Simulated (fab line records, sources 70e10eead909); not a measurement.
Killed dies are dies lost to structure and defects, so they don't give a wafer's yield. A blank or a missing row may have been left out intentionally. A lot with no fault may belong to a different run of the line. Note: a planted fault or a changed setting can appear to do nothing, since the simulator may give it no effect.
The tool behind it: which one? + flow nandHarc + 15 lots with 44 wafers sampled at 4 steps, on a route of 1159 steps

WHAT THE GAUGES READ, wafer by wafer
NHARC_END_SORT_01. Usual: killedAtArray 28, standard deviation 11; killedAtOther 0.8, standard deviation 1.1; killedAtPeriphery 3.3, standard deviation 2.8; killedDies 32, standard deviation 11; killedOpen 3.3, standard deviation 1.9; killedShort 1.9, standard deviation 1.4.
| lot  | measured     | on        | killedAtArray | killedAtOther | killedAtPeriphery | killedDies | killedOpen | killedShort | flag |
|------|--------------|-----------|---------------|---------------|-------------------|------------|------------|-------------|------|
| L448 | day 21 14:41 | prober-01 | 12 21 15      | 0 0 0         | 2 3 4             | 14 24 19   | 3 6 2      | 0 3 0       |      |
| L452 | day 22 09:53 | prober-02 | 35 31 251     | 1 3 0         | 6 7 5             | 42 41 256  | 8 6 3      | 3 2 1       | OFF  |
| L454 | day 22 02:00 | prober-02 | 34 207        | 3 4           | 6 1               | 43 212     | 1 0        | 3 3         | OFF  |
| L455 | day 24 01:09 | prober-02 | 46 136 48     | 1 1 1         | 4 0 0             | 51 137 49  | 4 1 1      | 3 1 2       | OFF  |

WHICH TOOL RAN EACH LOT (tool, then ch and the chambers of the sampled wafers, then the start)
| lot  | NHARC_A_CONTACT_DEP_57       | NHARC_THIN_TSV_DEP_43           | NHARC_THIN_TSV_DEP_47           |
|------|------------------------------|---------------------------------|---------------------------------|
| L441 | aclDep-01 ch 0, day 16 16:47 | pecvd-01 ch 1,2, day 19 00:46   | pecvd-01 ch 0,2, day 19 03:28   |
| L440 | aclDep-02 ch 0, day 16 18:10 | pecvd-03 ch 0,2, day 19 01:52   | pecvd-03 ch 0,1, day 19 04:35   |
| L442 | aclDep-02 ch 0, day 17 03:13 | pecvd-02 ch 1,2, day 19 03:07   | pecvd-02 ch 0,1,2, day 19 05:44 |
| L443 | aclDep-03 ch 0, day 17 05:01 | pecvd-01 ch 0,1,2, day 19 04:25 | pecvd-03 ch 0,1,2, day 19 07:01 |
| L444 | aclDep-02 ch 0, day 17 12:21 | pecvd-02 ch 0,1, day 19 20:41   | pecvd-01 ch 0,1, day 19 23:25   |
| L445 | aclDep-01 ch 0, day 17 17:06 | pecvd-01 ch 0,1, day 19 21:57   | pecvd-02 ch 0,2, day 20 01:07   |
| L446 | aclDep-01 ch 0, day 18 05:55 | pecvd-01 ch 1,2, day 20 06:34   | pecvd-03 ch 1,2, day 20 09:07   |
| L447 | aclDep-02 ch 0, day 18 09:49 | pecvd-02 ch 1,2, day 20 05:22   | pecvd-02 ch 0,1,2, day 20 08:02 |
| L448 | aclDep-03 ch 0, day 18 22:17 | pecvd-01 ch 0,2, day 20 22:43   | pecvd-01 ch 0,2, day 21 01:43   |
| L449 | aclDep-03 ch 0, day 19 00:02 | pecvd-02 ch 0,1, day 20 23:55   | pecvd-02 ch 0,1, day 21 02:52   |
| L451 | aclDep-03 ch 0, day 19 03:36 | pecvd-02 ch 1,2, day 21 10:16   | pecvd-03 ch 0,1,2, day 21 13:07 |
| L452 | aclDep-03 ch 0, day 19 10:27 | pecvd-02 ch 2, day 21 11:28     | pecvd-03 ch 0,2, day 21 14:11   |
| L454 | aclDep-03 ch 0, day 19 13:25 | pecvd-01 ch 0,2, day 21 12:36   | pecvd-02 ch 1,2, day 21 15:18   |
| L455 | aclDep-03 ch 0, day 21 02:32 | pecvd-02 ch 1,2, day 23 07:17   | pecvd-01 ch 0,1,2, day 23 09:55 |
| L463 | aclDep-02 ch 0, day 22 13:07 | pecvd-03 ch 0,2, day 24 15:08   | pecvd-02 ch 0,1,2, day 24 17:51 |
- NHARC_A_CONTACT_DEP_57: deposits aC, target thk 2800 nm.
- NHARC_THIN_TSV_DEP_43: deposits SiO2, target thk 1328.5 nm.
- NHARC_THIN_TSV_DEP_47: deposits SiO2, target thk 200 nm.

WHAT THE TOOLS THEMSELVES READ (means of the sampled wafers that have a number; where no wafer has one, the mark that the record gives instead)
NHARC_A_CONTACT_DEP_57. Usual: 35.000 % for throttleValvePct, sd 0.01.
| lot  | tool      | throttleValvePct (%) | flag |
|------|-----------|----------------------|------|
| L441 | aclDep-01 | 34.990               |      |
| L440 | aclDep-02 | 35.002               |      |
| L442 | aclDep-02 | 35.000               |      |
| L443 | aclDep-03 | 34.995               |      |
| L444 | aclDep-02 | 35.002               |      |
| L445 | aclDep-01 | 34.993               |      |
| L446 | aclDep-01 | 35.003               |      |
| L447 | aclDep-02 | 35.014               |      |
| L448 | aclDep-03 | 34.999               |      |
| L449 | aclDep-03 | 35.001               |      |
| L451 | aclDep-03 | 35.005               |      |
| L452 | aclDep-03 | 35.000               |      |
| L454 | aclDep-03 | 35.010               |      |
| L455 | aclDep-03 | 35.006               |      |
| L463 | aclDep-02 | 35.004               |      |

NHARC_THIN_TSV_DEP_43. Usual: 16.0 % for throttleValvePct, sd 0.68.
| lot  | tool     | throttleValvePct (%) | flag |
|------|----------|----------------------|------|
| L441 | pecvd-01 | 15.5                 |      |
| L440 | pecvd-03 | 16.1                 |      |
| L442 | pecvd-02 | 16.6                 |      |
| L443 | pecvd-01 | 15.7                 |      |
| L444 | pecvd-02 | 16.1                 |      |
| L445 | pecvd-01 | 15.3                 |      |
| L446 | pecvd-01 | 15.2                 |      |
| L447 | pecvd-02 | 16.3                 |      |
| L448 | pecvd-01 | 16.0                 |      |
| L449 | pecvd-02 | 15.8                 |      |
| L451 | pecvd-02 | 16.4                 |      |
| L452 | pecvd-02 | 16.4                 |      |
| L454 | pecvd-01 | 16.0                 |      |
| L455 | pecvd-02 | 16.2                 |      |
| L463 | pecvd-03 | 15.7                 |      |

NHARC_THIN_TSV_DEP_47. Usual: 16.0 % for throttleValvePct, sd 0.67.
| lot  | tool     | throttleValvePct (%) | flag |
|------|----------|----------------------|------|
| L441 | pecvd-01 | 15.6                 |      |
| L440 | pecvd-03 | 16.8                 |      |
| L442 | pecvd-02 | 16.1                 |      |
| L443 | pecvd-03 | 16.5                 |      |
| L444 | pecvd-01 | 15.5                 |      |
| L445 | pecvd-02 | 15.8                 |      |
| L446 | pecvd-03 | 16.1                 |      |
| L447 | pecvd-02 | 16.2                 |      |
| L448 | pecvd-01 | 15.7                 |      |
| L449 | pecvd-02 | 16.1                 |      |
| L451 | pecvd-03 | 16.1                 |      |
| L452 | pecvd-03 | 16.4                 |      |
| L454 | pecvd-02 | 16.6                 |      |
| L455 | pecvd-01 | 15.7                 |      |
| L463 | pecvd-02 | 16.0                 |      |

THE ANSWER, worked out from the rows above alone
Rule: take the mean of a lot's wafers that have a number; if it is more than 3 standard deviations from the usual mean, the lot is off. Also off: a lot with no number at a reading for which 4 or more lots have one. All remaining lots with rows at the step are treated as sound. The gauges are gone through in route order, then the tools' own readings, and for those a lot's mean is taken as printed above. The first step at which some lot is off is used, and at that step the reading that is off furthest; a lot without a number counts as furthest.
Off at NHARC_END_SORT_01 (killedDies): L452, L454, L455. Neither off nor sound, because the step has no rows for them: L441, L440, L442, L443, L444, L445, L446, L447, L449, L451, L463.
A tool fits if, at a process step before that reading, it ran every lot that is off, and no sound lot after the first of them. Gauges at NHARC_END_SORT_01: tried the same way as those tools. 2 tools fit, aclDep-03 at NHARC_A_CONTACT_DEP_57 and prober-02 at NHARC_END_SORT_01, so this cannot tell which one it is.

WHAT THE SIMULATOR HAD INSERTED
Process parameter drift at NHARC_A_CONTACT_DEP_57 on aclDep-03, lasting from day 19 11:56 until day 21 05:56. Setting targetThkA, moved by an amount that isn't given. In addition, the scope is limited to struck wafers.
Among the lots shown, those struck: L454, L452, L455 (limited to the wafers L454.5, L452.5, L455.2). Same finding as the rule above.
